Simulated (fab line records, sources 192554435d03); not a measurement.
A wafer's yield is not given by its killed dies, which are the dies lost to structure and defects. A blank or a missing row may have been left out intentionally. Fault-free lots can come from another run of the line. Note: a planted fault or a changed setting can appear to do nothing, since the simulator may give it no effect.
Matching of chambers -- flow n5 finfet -- N5_BEOL_M8_DEP_56 on pecvd-04: 3 sister chambers
The step deposits SiCN from 3MS/NH3, target thk 10 nm, time 17.5 s. 5 wafers are shown with their chamber, then 7 later ones without.

## WAFERS WITH THEIR CHAMBER
wafer,chamber,throttle valve pct (%),showerhead plenum p Torr (Torr)
L082.2,0,8.8,3.657
L082.3,1,9.3,3.655
L082.6,0,8.9,3.674
L085.2,1,9.1,3.649
L085.3,2,8.2,3.663

## WAFERS WITHOUT THEIR CHAMBER
wafer,throttle valve pct (%),showerhead plenum p Torr (Torr)
L085.4,9.2,3.654
L097.1,8.1,3.672
L097.2,9.2,3.649
L097.5,9.3,3.649
L095.1,9.1,3.677
L095.2,9.5,3.650
L095.4,9.2,3.645

## THE CHAMBER EACH PASSED THROUGH
wafer,from the rows above,in truth
L085.4,1,1
L097.1,2,2
L097.2,1,1
L097.5,1,1
L095.1,can't be placed: 0 or 1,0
L095.2,1,1
L095.4,1,1
Correct placement for 6 of the 7. Not placeable from these rows: 1 (in 1, the candidates include the true chamber). 0 placed wrongly.
How it was worked out, from the rows above alone: a wafer's distance from a chamber is the root of the sum, over the readings, of the square of ((its reading less the chamber's mean) divided by the reading's scatter). The wafer belongs to the nearest chamber; if the next one is less than 2 further off, it can't be placed. A chamber's mean is the mean of its shown wafers. The scatter: take each reading less its chamber's mean, square it, sum over the shown wafers, divide by the number of wafers less the number of chambers, and take the root.
